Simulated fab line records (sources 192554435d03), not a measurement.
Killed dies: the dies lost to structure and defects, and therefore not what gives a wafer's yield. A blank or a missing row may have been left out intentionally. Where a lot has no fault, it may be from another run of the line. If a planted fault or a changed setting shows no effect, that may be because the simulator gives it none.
Which tool was responsible? || flow n5_finfet || 8 lots with 23 wafers sampled at 8 steps, on a route of 1938 steps

== WHAT EACH GAUGE READ, for each wafer ==
N5_BEOL_M4_INSPECT_30: inspects for defects (brightfield). Usual: raw_defect_count at 424, with a standard deviation of 120.
{"lot": "L766", "measured": "day 8 14:44", "on": "defect_inspect-01", "raw_defect_count": "807 453 423", "flag": ""}
{"lot": "L773", "measured": "day 9 20:55", "on": "defect_inspect-02", "raw_defect_count": "326 351 405", "flag": ""}
{"lot": "L774", "measured": "day 10 06:46", "on": "defect_inspect-01", "raw_defect_count": "433 463 383", "flag": ""}
{"lot": "L775", "measured": "day 10 21:59", "on": "defect_inspect-02", "raw_defect_count": "435 497", "flag": ""}
{"lot": "L781", "measured": "day 12 08:26", "on": "defect_inspect-01", "raw_defect_count": "417 432 398", "flag": ""}
{"lot": "L782", "measured": "day 13 03:06", "on": "defect_inspect-01", "raw_defect_count": "540 629 607", "flag": ""}
{"lot": "L785", "measured": "day 13 09:40", "on": "defect_inspect-01", "raw_defect_count": "436 527 457", "flag": ""}
{"lot": "L786", "measured": "day 13 14:43", "on": "defect_inspect-02", "raw_defect_count": "291 281 454", "flag": ""}

N5_BEOL_M4_OCD_MEAS_38. Usual: trench_depth_nm at 55.6 nm, with a standard deviation of 0.78.
{"lot": "L766", "measured": "day 8 18:55", "on": "ocd-02", "trench_depth_nm (nm)": "55.5 56.2 56.4", "flag": ""}
{"lot": "L773", "measured": "day 10 00:23", "on": "ocd-01", "trench_depth_nm (nm)": "55.6 55.7 56.3", "flag": ""}
{"lot": "L774", "measured": "day 10 13:06", "on": "ocd-01", "trench_depth_nm (nm)": "66.8 55.4 56.9", "flag": "OFF"}
{"lot": "L775", "measured": "day 11 02:33", "on": "ocd-01", "trench_depth_nm (nm)": "56.0 66.6", "flag": "OFF"}
{"lot": "L781", "measured": "day 12 10:46", "on": "ocd-01", "trench_depth_nm (nm)": "55.1 55.7 55.6", "flag": ""}
{"lot": "L782", "measured": "day 13 04:44", "on": "ocd-02", "trench_depth_nm (nm)": "56.8 56.3 56.3", "flag": ""}
{"lot": "L785", "measured": "day 13 13:25", "on": "ocd-01", "trench_depth_nm (nm)": "56.5 54.9 55.7", "flag": ""}
{"lot": "L786", "measured": "day 13 17:05", "on": "ocd-02", "trench_depth_nm (nm)": "54.8 54.0 54.7", "flag": ""}

N5_BEOL_M4_THK_MEAS_53: measures by xrf. Usual: M4_THK 40.8 nm, standard deviation 1.4.
{"lot": "L766", "measured": "day 8 22:50", "on": "film_metro-01", "M4_THK (nm)": "41.2 40.8 40.9", "flag": ""}
{"lot": "L773", "measured": "day 10 04:25", "on": "film_metro-01", "M4_THK (nm)": "42.5 40.9 41.9", "flag": ""}
{"lot": "L774", "measured": "day 10 16:46", "on": "film_metro-01", "M4_THK (nm)": "52.7 38.3 42.8", "flag": ""}
{"lot": "L775", "measured": "day 11 06:34", "on": "film_metro-01", "M4_THK (nm)": "41.3 53.2", "flag": "OFF"}
{"lot": "L781", "measured": "day 12 14:31", "on": "film_metro-02", "M4_THK (nm)": "40.3 41.0 38.3", "flag": ""}
{"lot": "L782", "measured": "day 13 08:26", "on": "film_metro-01", "M4_THK (nm)": "40.4 42.0 43.9", "flag": ""}
{"lot": "L785", "measured": "day 13 17:03", "on": "film_metro-01", "M4_THK (nm)": "40.4 39.8 41.3", "flag": ""}
{"lot": "L786", "measured": "day 13 21:09", "on": "film_metro-01", "M4_THK (nm)": "37.7 38.1 38.9", "flag": ""}

N5_BEOL_M4_RS_MEAS_58: uses a four-point probe to measure. Usual: M4_RS 0.66 ohm/sq, standard deviation 0.031.
{"lot": "L766", "measured": "day 8 23:07", "on": "film_metro-02", "M4_RS (ohm/sq)": "0.66 0.66 0.66", "flag": ""}
{"lot": "L773", "measured": "day 10 04:42", "on": "film_metro-02", "M4_RS (ohm/sq)": "0.62 0.65 0.63", "flag": ""}
{"lot": "L774", "measured": "day 10 17:01", "on": "film_metro-02", "M4_RS (ohm/sq)": "0.48 0.71 0.62", "flag": ""}
{"lot": "L775", "measured": "day 11 06:50", "on": "film_metro-01", "M4_RS (ohm/sq)": "0.65 0.47", "flag": "OFF"}
{"lot": "L781", "measured": "day 12 14:52", "on": "film_metro-01", "M4_RS (ohm/sq)": "0.67 0.66 0.72", "flag": ""}
{"lot": "L782", "measured": "day 13 08:42", "on": "film_metro-01", "M4_RS (ohm/sq)": "0.66 0.63 0.59", "flag": ""}
{"lot": "L785", "measured": "day 13 17:34", "on": "film_metro-02", "M4_RS (ohm/sq)": "0.66 0.68 0.65", "flag": ""}
{"lot": "L786", "measured": "day 13 21:25", "on": "film_metro-01", "M4_RS (ohm/sq)": "0.72 0.71 0.70", "flag": ""}

N5_BEOL_M4_RC_MEAS_101. Usual: DIBL_N 36.4 mV/V, standard deviation 1.7; DIBL_P 36.4 mV/V, standard deviation 2.1; IOFF_N 0.16 nA/um, standard deviation 0.035; IOFF_P 0.21 nA/um, standard deviation 0.035; ION_N 680 uA/um, standard deviation 11; ION_P 465 uA/um, standard deviation 6.8; SS_N 71.5 mV/dec, standard deviation 0.58; SS_P 73.2 mV/dec, standard deviation 0.72; VT_N 249 mV, standard deviation 3.6; VT_P -250 mV, standard deviation 3.1.
{"lot": "L766", "measured": "day 8 23:29", "on": "prober-01", "DIBL_N (mV/V)": "35.5 36.5 34.6", "DIBL_P (mV/V)": "36.7 37.4 35.5", "IOFF_N (nA/um)": "0.17 0.20 0.16", "IOFF_P (nA/um)": "0.22 0.23 0.19", "ION_N (uA/um)": "701 691 686", "ION_P (uA/um)": "472 463 464", "SS_N (mV/dec)": "71.6 71.4 71.5", "SS_P (mV/dec)": "73.9 73.5 73.5", "VT_N (mV)": "246 246 250", "VT_P (mV)": "-246 -246 -251", "flag": ""}
{"lot": "L773", "measured": "day 10 04:45", "on": "prober-01", "DIBL_N (mV/V)": "37.7 35.5 35.9", "DIBL_P (mV/V)": "36.4 33.3 34.8", "IOFF_N (nA/um)": "0.19 0.13 0.14", "IOFF_P (nA/um)": "0.24 0.18 0.21", "ION_N (uA/um)": "697 655 682", "ION_P (uA/um)": "474 457 469", "SS_N (mV/dec)": "71.9 71.9 71.6", "SS_P (mV/dec)": "73.2 72.4 72.8", "VT_N (mV)": "244 252 246", "VT_P (mV)": "-246 -252 -246", "flag": ""}
{"lot": "L774", "measured": "day 10 17:04", "on": "prober-02", "DIBL_N (mV/V)": "37.5 37.0 38.2", "DIBL_P (mV/V)": "39.5 37.7 39.3", "IOFF_N (nA/um)": "0.18 0.16 0.19", "IOFF_P (nA/um)": "0.23 0.20 0.22", "ION_N (uA/um)": "680 662 677", "ION_P (uA/um)": "463 456 458", "SS_N (mV/dec)": "71.6 71.4 71.7", "SS_P (mV/dec)": "74.5 73.6 74.7", "VT_N (mV)": "249 250 247", "VT_P (mV)": "-249 -251 -249", "flag": ""}
{"lot": "L775", "measured": "day 11 07:11", "on": "prober-01", "DIBL_N (mV/V)": "35.3 35.7", "DIBL_P (mV/V)": "34.5 34.5", "IOFF_N (nA/um)": "0.14 0.15", "IOFF_P (nA/um)": "0.18 0.20", "ION_N (uA/um)": "679 679", "ION_P (uA/um)": "463 461", "SS_N (mV/dec)": "71.1 71.2", "SS_P (mV/dec)": "72.3 72.8", "VT_N (mV)": "250 248", "VT_P (mV)": "-252 -249", "flag": ""}
{"lot": "L781", "measured": "day 12 14:55", "on": "prober-02", "DIBL_N (mV/V)": "34.0 37.2 35.8", "DIBL_P (mV/V)": "33.9 36.5 35.5", "IOFF_N (nA/um)": "0.12 0.16 0.14", "IOFF_P (nA/um)": "0.15 0.19 0.18", "ION_N (uA/um)": "664 674 676", "ION_P (uA/um)": "457 458 464", "SS_N (mV/dec)": "71.4 71.8 70.8", "SS_P (mV/dec)": "72.0 72.7 72.2", "VT_N (mV)": "256 250 252", "VT_P (mV)": "-253 -252 -255", "flag": ""}
{"lot": "L782", "measured": "day 13 08:45", "on": "prober-01", "DIBL_N (mV/V)": "36.3 38.7 38.8", "DIBL_P (mV/V)": "34.1 36.9 36.5", "IOFF_N (nA/um)": "0.15 0.20 0.21", "IOFF_P (nA/um)": "0.21 0.25 0.24", "ION_N (uA/um)": "680 689 686", "ION_P (uA/um)": "469 472 465", "SS_N (mV/dec)": "71.4 72.1 71.3", "SS_P (mV/dec)": "73.1 73.9 73.6", "VT_N (mV)": "249 247 247", "VT_P (mV)": "-249 -248 -248", "flag": ""}
{"lot": "L785", "measured": "day 13 18:07", "on": "prober-01", "DIBL_N (mV/V)": "38.1 36.0 34.3", "DIBL_P (mV/V)": "38.2 34.8 33.1", "IOFF_N (nA/um)": "0.17 0.14 0.12", "IOFF_P (nA/um)": "0.26 0.20 0.18", "ION_N (uA/um)": "678 674 669", "ION_P (uA/um)": "476 470 466", "SS_N (mV/dec)": "71.5 71.9 70.5", "SS_P (mV/dec)": "74.7 72.7 72.2", "VT_N (mV)": "251 252 254", "VT_P (mV)": "-248 -250 -251", "flag": ""}
{"lot": "L786", "measured": "day 13 21:46", "on": "prober-01", "DIBL_N (mV/V)": "36.0 34.6 38.6", "DIBL_P (mV/V)": "36.2 33.8 39.1", "IOFF_N (nA/um)": "0.16 0.12 0.21", "IOFF_P (nA/um)": "0.23 0.19 0.28", "ION_N (uA/um)": "678 665 692", "ION_P (uA/um)": "470 464 469", "SS_N (mV/dec)": "71.7 71.1 72.3", "SS_P (mV/dec)": "72.8 72.1 74.4", "VT_N (mV)": "248 252 247", "VT_P (mV)": "-249 -251 -247", "flag": ""}

== WHAT TOOL EACH LOT RAN ON (gives the tool, then ch and the chambers of the sampled wafers, and finally the start) ==
{"lot": "L766", "N5_BEOL_M4_ETCH_77": "rie_diel-02 ch 0,1,2, day 8 14:49", "N5_BEOL_M4_TRENCH_ETCH_37": "rie_diel-02 ch 1,2, day 8 18:46", "N5_BEOL_M4_DEGAS_44": "pvd_sputter-02, day 8 19:20"}
{"lot": "L773", "N5_BEOL_M4_ETCH_77": "rie_diel-01 ch 0,1,2, day 9 20:59", "N5_BEOL_M4_TRENCH_ETCH_37": "rie_diel-02 ch 2,3, day 10 00:14", "N5_BEOL_M4_DEGAS_44": "pvd_sputter-03, day 10 00:59"}
{"lot": "L774", "N5_BEOL_M4_ETCH_77": "rie_diel-02 ch 1,2,3, day 10 06:50", "N5_BEOL_M4_TRENCH_ETCH_37": "rie_diel-02 ch 0,2,3, day 10 12:56", "N5_BEOL_M4_DEGAS_44": "pvd_sputter-01, day 10 13:40"}
{"lot": "L775", "N5_BEOL_M4_ETCH_77": "rie_diel-02 ch 1,2, day 10 22:07", "N5_BEOL_M4_TRENCH_ETCH_37": "rie_diel-02 ch 1,3, day 11 02:23", "N5_BEOL_M4_DEGAS_44": "pvd_sputter-03, day 11 03:15"}
{"lot": "L781", "N5_BEOL_M4_ETCH_77": "rie_diel-02 ch 1,2,3, day 12 08:35", "N5_BEOL_M4_TRENCH_ETCH_37": "rie_diel-01 ch 0,1,3, day 12 10:37", "N5_BEOL_M4_DEGAS_44": "pvd_sputter-03, day 12 11:07"}
{"lot": "L782", "N5_BEOL_M4_ETCH_77": "rie_diel-04 ch 0,2, day 13 03:10", "N5_BEOL_M4_TRENCH_ETCH_37": "rie_diel-04 ch 2,3, day 13 04:35", "N5_BEOL_M4_DEGAS_44": "pvd_sputter-03, day 13 05:01"}
{"lot": "L785", "N5_BEOL_M4_ETCH_77": "rie_diel-01 ch 1,2,3, day 13 09:44", "N5_BEOL_M4_TRENCH_ETCH_37": "rie_diel-04 ch 0,2,3, day 13 13:16", "N5_BEOL_M4_DEGAS_44": "pvd_sputter-01, day 13 13:40"}
{"lot": "L786", "N5_BEOL_M4_ETCH_77": "rie_diel-04 ch 1,2, day 13 15:19", "N5_BEOL_M4_TRENCH_ETCH_37": "rie_diel-01 ch 0,2,3, day 13 16:56", "N5_BEOL_M4_DEGAS_44": "pvd_sputter-03, day 13 17:48"}
- N5_BEOL_M4_ETCH_77: etches underlayer in N2/H2, target depth 6.5 nm, time 5.2 s.
- N5_BEOL_M4_TRENCH_ETCH_37: etches SiOC in C4F6/O2, target depth 55.555 nm, time 29.2 s.
- N5_BEOL_M4_DEGAS_44: time 60 s.

== AS READ BY THE TOOLS THEMSELVES (means over the sampled wafers that have a number; for cases with no such wafer, the mark the record gives instead) ==
N5_BEOL_M4_ETCH_77. Usual: drypump_motor_current_A 5.8 A, standard deviation 0.56; etch_rf_on_time_s 5.21 s, standard deviation 0.12; h2_flow_sccm 200.0 sccm, standard deviation 0.59; n2_flow_sccm 199.9 sccm, standard deviation 0.55; oes_product_au 0.65 a.u., standard deviation 0.051; rf_vpp_V 523.3 V, standard deviation 2.3; showerhead_plenum_p_Torr 2.52 Torr, standard deviation 0.07; throttle_valve_pct 17.9 %, standard deviation 0.31.
{"lot": "L766", "tool": "rie_diel-02", "drypump_motor_current_A (A)": 6.0, "etch_rf_on_time_s (s)": 5.19, "h2_flow_sccm (sccm)": 199.7, "n2_flow_sccm (sccm)": 200.3, "oes_product_au (a.u.)": 0.62, "rf_vpp_V (V)": 523.6, "showerhead_plenum_p_Torr (Torr)": 2.60, "throttle_valve_pct (%)": 18.1, "flag": ""}
{"lot": "L773", "tool": "rie_diel-01", "drypump_motor_current_A (A)": 5.3, "etch_rf_on_time_s (s)": 5.25, "h2_flow_sccm (sccm)": 200.2, "n2_flow_sccm (sccm)": 200.3, "oes_product_au (a.u.)": 0.68, "rf_vpp_V (V)": 525.0, "showerhead_plenum_p_Torr (Torr)": 2.53, "throttle_valve_pct (%)": 17.7, "flag": ""}
{"lot": "L774", "tool": "rie_diel-02", "drypump_motor_current_A (A)": 5.8, "etch_rf_on_time_s (s)": 5.08, "h2_flow_sccm (sccm)": 199.3, "n2_flow_sccm (sccm)": 199.7, "oes_product_au (a.u.)": 0.62, "rf_vpp_V (V)": 524.6, "showerhead_plenum_p_Torr (Torr)": 2.56, "throttle_valve_pct (%)": 18.1, "flag": ""}
{"lot": "L775", "tool": "rie_diel-02", "drypump_motor_current_A (A)": 6.2, "etch_rf_on_time_s (s)": 5.12, "h2_flow_sccm (sccm)": 199.3, "n2_flow_sccm (sccm)": 199.2, "oes_product_au (a.u.)": 0.61, "rf_vpp_V (V)": 524.5, "showerhead_plenum_p_Torr (Torr)": 2.58, "throttle_valve_pct (%)": 18.0, "flag": ""}
{"lot": "L781", "tool": "rie_diel-02", "drypump_motor_current_A (A)": 5.8, "etch_rf_on_time_s (s)": 5.08, "h2_flow_sccm (sccm)": 199.6, "n2_flow_sccm (sccm)": 200.1, "oes_product_au (a.u.)": 0.61, "rf_vpp_V (V)": 523.3, "showerhead_plenum_p_Torr (Torr)": 2.56, "throttle_valve_pct (%)": 18.1, "flag": ""}
{"lot": "L782", "tool": "rie_diel-04", "drypump_motor_current_A (A)": 6.6, "etch_rf_on_time_s (s)": 5.20, "h2_flow_sccm (sccm)": 199.9, "n2_flow_sccm (sccm)": 199.3, "oes_product_au (a.u.)": 0.62, "rf_vpp_V (V)": 521.8, "showerhead_plenum_p_Torr (Torr)": 2.41, "throttle_valve_pct (%)": 18.0, "flag": ""}
{"lot": "L785", "tool": "rie_diel-01", "drypump_motor_current_A (A)": 5.6, "etch_rf_on_time_s (s)": 5.27, "h2_flow_sccm (sccm)": 199.7, "n2_flow_sccm (sccm)": 199.4, "oes_product_au (a.u.)": 0.65, "rf_vpp_V (V)": 524.0, "showerhead_plenum_p_Torr (Torr)": 2.53, "throttle_valve_pct (%)": 17.7, "flag": ""}
{"lot": "L786", "tool": "rie_diel-04", "drypump_motor_current_A (A)": 6.1, "etch_rf_on_time_s (s)": 5.07, "h2_flow_sccm (sccm)": 200.2, "n2_flow_sccm (sccm)": 199.5, "oes_product_au (a.u.)": 0.75, "rf_vpp_V (V)": 521.6, "showerhead_plenum_p_Torr (Torr)": 2.47, "throttle_valve_pct (%)": 17.7, "flag": ""}

N5_BEOL_M4_TRENCH_ETCH_37. Usual: drypump_motor_current_A 5.8 A, standard deviation 0.55; oes_product_au 0.76 a.u., standard deviation 0.062; rf_vpp_V 663 V, standard deviation 12; run_length_s 52.6 s, standard deviation 0.4; showerhead_plenum_p_Torr 2.84 Torr, standard deviation 0.074; throttle_valve_pct 20.96 %, standard deviation 0.26.
{"lot": "L766", "tool": "rie_diel-02", "drypump_motor_current_A (A)": 6.1, "oes_product_au (a.u.)": 0.74, "rf_vpp_V (V)": 673, "run_length_s (s)": 52.7, "showerhead_plenum_p_Torr (Torr)": 2.91, "throttle_valve_pct (%)": 20.95, "flag": ""}
{"lot": "L773", "tool": "rie_diel-02", "drypump_motor_current_A (A)": 5.3, "oes_product_au (a.u.)": 0.73, "rf_vpp_V (V)": 655, "run_length_s (s)": 52.4, "showerhead_plenum_p_Torr (Torr)": 2.86, "throttle_valve_pct (%)": 21.16, "flag": ""}
{"lot": "L774", "tool": "rie_diel-02", "drypump_motor_current_A (A)": 5.5, "oes_product_au (a.u.)": 0.81, "rf_vpp_V (V)": 658, "run_length_s (s)": 54.2, "showerhead_plenum_p_Torr (Torr)": 2.89, "throttle_valve_pct (%)": 20.98, "flag": "OFF"}
{"lot": "L775", "tool": "rie_diel-02", "drypump_motor_current_A (A)": 5.8, "oes_product_au (a.u.)": 0.70, "rf_vpp_V (V)": 659, "run_length_s (s)": 55.1, "showerhead_plenum_p_Torr (Torr)": 2.83, "throttle_valve_pct (%)": 21.25, "flag": "OFF"}
{"lot": "L781", "tool": "rie_diel-01", "drypump_motor_current_A (A)": 5.7, "oes_product_au (a.u.)": 0.80, "rf_vpp_V (V)": 656, "run_length_s (s)": 52.7, "showerhead_plenum_p_Torr (Torr)": 2.89, "throttle_valve_pct (%)": 20.77, "flag": ""}
{"lot": "L782", "tool": "rie_diel-04", "drypump_motor_current_A (A)": 5.6, "oes_product_au (a.u.)": 0.76, "rf_vpp_V (V)": 661, "run_length_s (s)": 52.7, "showerhead_plenum_p_Torr (Torr)": 2.73, "throttle_valve_pct (%)": 20.94, "flag": ""}
{"lot": "L785", "tool": "rie_diel-04", "drypump_motor_current_A (A)": 6.1, "oes_product_au (a.u.)": 0.74, "rf_vpp_V (V)": 663, "run_length_s (s)": 52.7, "showerhead_plenum_p_Torr (Torr)": 2.72, "throttle_valve_pct (%)": 20.99, "flag": ""}
{"lot": "L786", "tool": "rie_diel-01", "drypump_motor_current_A (A)": 5.6, "oes_product_au (a.u.)": 0.78, "rf_vpp_V (V)": 661, "run_length_s (s)": 52.7, "showerhead_plenum_p_Torr (Torr)": 2.83, "throttle_valve_pct (%)": 20.77, "flag": ""}

N5_BEOL_M4_DEGAS_44. Usual: heater_power_w at 337 W, with a standard deviation of 31.
{"lot": "L766", "tool": "pvd_sputter-02", "heater_power_w (W)": 361, "flag": ""}
{"lot": "L773", "tool": "pvd_sputter-03", "heater_power_w (W)": 345, "flag": ""}
{"lot": "L774", "tool": "pvd_sputter-01", "heater_power_w (W)": 333, "flag": ""}
{"lot": "L775", "tool": "pvd_sputter-03", "heater_power_w (W)": 309, "flag": ""}
{"lot": "L781", "tool": "pvd_sputter-03", "heater_power_w (W)": 348, "flag": ""}
{"lot": "L782", "tool": "pvd_sputter-03", "heater_power_w (W)": 317, "flag": ""}
{"lot": "L785", "tool": "pvd_sputter-01", "heater_power_w (W)": 336, "flag": ""}
{"lot": "L786", "tool": "pvd_sputter-03", "heater_power_w (W)": 330, "flag": ""}

== THE ANSWER, worked out from the rows above alone ==
Rule: lot off if the mean of its wafers having a number is beyond 3 standard deviations from the usual mean. A lot without any number at a reading at which 4 lots or more have one is off too. Where the step has rows for the other lots, those lots are counted as sound. Order of review: gauges by route order, followed by the tools' own readings, for which a lot's mean as printed above is used. The first step at which some lot is off is used, and at that step the reading that is off furthest; a lot without a number counts as furthest.
Off at N5_BEOL_M4_OCD_MEAS_38 (trench_depth_nm): L774, L775.
A tool fits if, at a process step before that reading, it ran every lot that is off, and no sound lot after the first of them. The gauges at N5_BEOL_M4_OCD_MEAS_38 aren't tried: what is off there is off at N5_BEOL_M4_TRENCH_ETCH_37 too, on other tools, and a gauge's error can't cause that. One candidate fits, namely rie_diel-02 at N5_BEOL_M4_TRENCH_ETCH_37. A fault onset in the window from L773 (day 10 00:14, its last sound lot) to L774 (day 10 12:56, its first lot off) fits.
The tool's own readings at N5_BEOL_M4_TRENCH_ETCH_37 bear it out: on the lots that are off they differ by more than 5 times the standard deviation of the sound lots' means. run_length_s reads 54.7 s there against 52.7 s on the sound lots.

== WHAT WAS PUT IN BY THE SIMULATOR ==
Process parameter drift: rie_diel-02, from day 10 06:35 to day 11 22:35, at N5_BEOL_M4_TRENCH_ETCH_37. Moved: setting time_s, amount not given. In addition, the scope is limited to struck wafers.
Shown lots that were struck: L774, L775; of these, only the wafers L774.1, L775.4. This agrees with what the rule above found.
